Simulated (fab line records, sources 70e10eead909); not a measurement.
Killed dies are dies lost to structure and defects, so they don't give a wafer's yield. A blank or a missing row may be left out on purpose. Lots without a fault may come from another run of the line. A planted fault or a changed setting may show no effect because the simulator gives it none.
Tool commonality check | flow nand_harc | 12 lots, 36 wafers sampled

WHY IT WAS OPENED
At NHARC_P_GATE_INSPECT_28 the reading raw_defect_count is flagged on 2 of 12 lots. Wafers without a fault read 6, standard deviation 3.1.
Rule: a lot is flagged when every wafer of it that has a number lies more than 4 standard deviations from that mean, or none has a number. The other lots count as sound.

lot  | measured     | on                | raw_defect_count, wafer by wafer | flag
L698 | day 4 16:29  | defect_inspect-02 | 10 11 4                          |
L699 | day 4 16:41  | defect_inspect-02 | 6 1 9                            |
L702 | day 5 16:26  | defect_inspect-02 | 7 2 4                            |
L703 | day 6 03:14  | defect_inspect-01 | 4 13 7                           |
L704 | day 6 08:41  | defect_inspect-02 | 5 4 3                            |
L707 | day 6 13:37  | defect_inspect-02 | 5 6 12                           |
L705 | day 6 14:22  | defect_inspect-02 | 636 598 623                      | FLAGGED
L712 | day 8 00:20  | defect_inspect-02 | 631 593 575                      | FLAGGED
L718 | day 9 17:58  | defect_inspect-02 | 3 6 11                           |
L719 | day 10 01:04 | defect_inspect-02 | 5 5 4                            |
L720 | day 10 03:53 | defect_inspect-01 | 6 9 2                            |
L721 | day 10 22:20 | defect_inspect-02 | 1 7 11                           |
The numbers of the flagged lots are 609 on average: +603 against the usual, or +99 or more standard deviations.

WHICH TOOL RAN EACH LOT
The record holds 3 process steps before the reading, out of a route of 1159 steps. In each cell: the tool, then ch and the chambers that the sampled wafers went through, then the start.
lot  | flag    | NHARC_P_STI_CMP_21           | NHARC_P_GATE_ETCH_14                | NHARC_P_GATE_DEP_103
L698 |         | cmp-02 ch 0,1, day 3 08:20   | wet_bench-09 ch 1,2,7, day 4 01:25  | pecvd-01 ch 1,2, day 4 15:48
L699 |         | cmp-01 ch 0,2, day 3 08:20   | wet_bench-07 ch 0,2,4, day 4 01:34  | pecvd-02 ch 1,2, day 4 15:56
L702 |         | cmp-02 ch 0,1,2, day 4 08:08 | wet_bench-05 ch 3,5,6, day 5 02:34  | pecvd-01 ch 0,2, day 5 15:46
L703 |         | cmp-02 ch 0,1, day 4 14:39   | wet_bench-07 ch 1,3,4, day 5 10:58  | pecvd-01 ch 0,1,2, day 6 02:30
L704 |         | cmp-02 ch 0,2, day 4 21:54   | wet_bench-05 ch 2,3,7, day 5 16:38  | pecvd-01 ch 0,1, day 6 08:04
L707 |         | cmp-01 ch 0,1,2, day 5 06:19 | wet_bench-07 ch 0,3,4, day 5 23:23  | pecvd-02 ch 0,1,2, day 6 12:56
L705 | FLAGGED | cmp-03 ch 0,3, day 5 06:19   | wet_bench-05 ch 2,3,7, day 5 23:04  | pecvd-01 ch 0,1, day 6 13:35
L712 | FLAGGED | cmp-03 ch 0,1,2, day 6 16:58 | wet_bench-05 ch 5,6,7, day 7 10:07  | pecvd-02 ch 0,1,2, day 7 23:30
L718 |         | cmp-02 ch 0,2,3, day 8 07:26 | wet_bench-09 ch 0,6,7, day 9 02:22  | pecvd-04 ch 0,2, day 9 17:10
L719 |         | cmp-03 ch 0,2,3, day 8 14:05 | wet_bench-09 ch 0,4,7, day 9 10:08  | pecvd-04 ch 1,2, day 10 00:19
L720 |         | cmp-02 ch 1,2,3, day 8 20:59 | wet_bench-09 ch 2,3,7, day 9 14:22  | pecvd-04 ch 0,1,2, day 10 03:06
L721 |         | cmp-03 ch 0,1,3, day 9 05:13 | wet_bench-09 ch 0,2,3, day 10 05:23 | pecvd-02 ch 0,1, day 10 21:41
What these steps do:
- NHARC_P_STI_CMP_21: polishes, t overpolish 20 s, target thk 380.67 nm.
- NHARC_P_GATE_ETCH_14: etches SiO2 in dHF, target depth 48.8 nm.
- NHARC_P_GATE_DEP_103: deposits SiON, target thk 30 nm.
- NHARC_P_GATE_INSPECT_28

FLAGGED OVER TOTAL, TOOL BY TOOL (the gauges that took the reading come last)
step                    | tool              | lots run | flagged | share of the flagged lots | sound lots run after its first flagged lot
NHARC_P_STI_CMP_21      | cmp-01            | 2        | 0       | none                      | -
NHARC_P_STI_CMP_21      | cmp-02            | 6        | 0       | none                      | -
NHARC_P_STI_CMP_21      | cmp-03            | 4        | 2       | all                       | 2 (L719,L721)
NHARC_P_GATE_ETCH_14    | wet_bench-05      | 4        | 2       | all                       | 0
NHARC_P_GATE_ETCH_14    | wet_bench-07      | 3        | 0       | none                      | -
NHARC_P_GATE_ETCH_14    | wet_bench-09      | 5        | 0       | none                      | -
NHARC_P_GATE_DEP_103    | pecvd-01          | 5        | 1       | some                      | 0
NHARC_P_GATE_DEP_103    | pecvd-02          | 4        | 1       | some                      | 1 (L721)
NHARC_P_GATE_DEP_103    | pecvd-04          | 3        | 0       | none                      | -
NHARC_P_GATE_INSPECT_28 | defect_inspect-01 | 2        | 0       | none                      | -
NHARC_P_GATE_INSPECT_28 | defect_inspect-02 | 10       | 2       | all                       | 3 (L718,L719,L721)

WHAT THE TABLE ALLOWS
3 rows of the table ran every flagged lot: cmp-03 at NHARC_P_STI_CMP_21, wet_bench-05 at NHARC_P_GATE_ETCH_14, defect_inspect-02 at NHARC_P_GATE_INSPECT_28.
- cmp-03 at NHARC_P_STI_CMP_21: 2 of its 4 lots flagged. Sound lots ran on it after the first flagged one (L719, L721), which a lasting fault on the whole tool wouldn't allow.
- wet_bench-05 at NHARC_P_GATE_ETCH_14: 2 of its 4 lots flagged. Its last sound lot is L704 (day 5 16:38), its first flagged lot L705 (day 5 23:04): a fault that began between those two fits.
- defect_inspect-02 at NHARC_P_GATE_INSPECT_28: 2 of its 10 lots flagged. Sound lots ran on it after the first flagged one (L718, L719, L721), which a lasting fault on the whole tool wouldn't allow.
One tool is left: wet_bench-05 at NHARC_P_GATE_ETCH_14.

WHAT THE SIMULATOR HAD PUT IN
Chamber particle source: wet_bench-05, from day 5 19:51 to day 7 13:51, at NHARC_P_GATE_ETCH_14. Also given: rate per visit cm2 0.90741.
Lots struck among those shown: L705, L712. The rule above found the same.
